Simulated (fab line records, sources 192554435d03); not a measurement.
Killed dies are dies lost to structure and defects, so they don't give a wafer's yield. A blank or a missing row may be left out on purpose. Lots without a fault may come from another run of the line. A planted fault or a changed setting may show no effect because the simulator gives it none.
One fault seen from 3 desks | flow n5_finfet | each desk has only its own numbers; what lay behind them comes last

THE METROLOGY DESK
What the gauges read, lot by lot, whatever tool the lot ran on: means of the sampled wafers that have a number. A lot is out of limits, marked OUT, if its mean lies more than 4 standard deviations from the usual mean; the brackets give that distance. Of its 12 readings 7 are shown: those that lie furthest out on some lot.
Columns: A = DIBL_N at N5_BEOL_M4_RC_MEAS_101, usual 36.1 mV/V; B = DIBL_P at N5_BEOL_M4_RC_MEAS_101, usual 35.9 mV/V; C = IOFF_N at N5_BEOL_M4_RC_MEAS_101, usual 0.154 nA/um; D = ION_P at N5_BEOL_M4_RC_MEAS_101, usual 463 uA/um; E = SS_N at N5_BEOL_M4_RC_MEAS_101, usual 71.6 mV/dec; F = VT_N at N5_BEOL_M4_RC_MEAS_101, usual 250.5 mV; G = VT_P at N5_BEOL_M4_RC_MEAS_101, usual -250 mV
lot  | first seen here | A    | B    | C     | D   | E    | F     | G
L610 | day 9 06:58     | 37.6 | 37.5 | 0.153 | 451 | 72.6 | 251.2 | -257
L611 | day 9 09:16     | 36.1 | 36.9 | 0.152 | 469 | 71.8 | 248.9 | -248
L616 | day 11 02:37    | 31.6 | 31.2 | 0.104 | 460 | 70.8 | 255.3 | -251
L617 | day 11 06:30    | 34.6 | 34.2 | 0.139 | 459 | 71.2 | 252.5 | -251
L623 | day 11 18:11    | 37.0 | 36.5 | 0.171 | 464 | 72.1 | 249.9 | -252
L621 | day 11 22:02    | 34.6 | 35.3 | 0.121 | 466 | 71.0 | 254.6 | -250
L628 | day 13 13:55    | 37.2 | 38.8 | 0.181 | 465 | 72.5 | 248.8 | -250
This desk's finding: nothing out of limits on any of the 7 lots.

THE DEFECT DESK
What the inspections along the route counted, lot by lot: means of the sampled wafers that have a number. A lot is out of limits, marked OUT, if its mean lies more than 4 standard deviations from the usual mean; the brackets give that distance.
Columns: A = raw_defect_count at N5_BEOL_M4_INSPECT_13, usual 415
lot  | first seen here | A
L610 | day 9 07:04     | 361
L611 | day 9 09:21     | 334
L616 | day 11 02:43    | 581
L617 | day 11 06:35    | 442
L623 | day 11 18:17    | 332
L621 | day 11 22:07    | 404
L628 | day 13 13:59    | 572
This desk's finding: nothing out of limits on any of the 7 lots.

THE TOOL OWNER'S DESK: rie_diel-04
The tool's own readings at N5_BEOL_M4_ETCH_64 (etches SOC in N2/H2, target depth 75 nm, overetch 22.5 nm, time 121.9 s): means of the sampled wafers that have a number, for each lot that ran on this tool. A lot is out of limits, marked OUT, if its mean lies more than 4 standard deviations from the usual mean; the brackets give that distance.
Columns: A = drypump_motor_current_A at N5_BEOL_M4_ETCH_64, usual 5.7 A; B = oes_product_au at N5_BEOL_M4_ETCH_64, usual 0.60 a.u.; C = rf_vpp_V at N5_BEOL_M4_ETCH_64, usual 525.2 V; D = showerhead_plenum_p_Torr at N5_BEOL_M4_ETCH_64, usual 2.59 Torr; E = throttle_valve_pct at N5_BEOL_M4_ETCH_64, usual 17.76 %
lot  | first seen here | A   | B    | C     | D    | E
L616 | day 11 03:14    | 5.5 | 0.64 | 524.0 | 2.57 | 17.73
L623 | day 11 18:31    | 5.8 | 0.59 | 524.7 | 2.55 | 17.64
L621 | day 11 22:20    | 5.0 | 0.60 | 524.2 | 2.51 | 17.93
L628 | day 13 14:07    | 5.3 | 0.57 | 524.7 | 2.55 | 17.77
This desk's finding: nothing out of limits on any of the 4 lots.

PUT TOGETHER
The metrology desk saw nothing out of limits.
The defect desk saw nothing out of limits.
The tool owner's desk saw nothing out of limits.

WHAT THE SIMULATOR HAD PUT IN
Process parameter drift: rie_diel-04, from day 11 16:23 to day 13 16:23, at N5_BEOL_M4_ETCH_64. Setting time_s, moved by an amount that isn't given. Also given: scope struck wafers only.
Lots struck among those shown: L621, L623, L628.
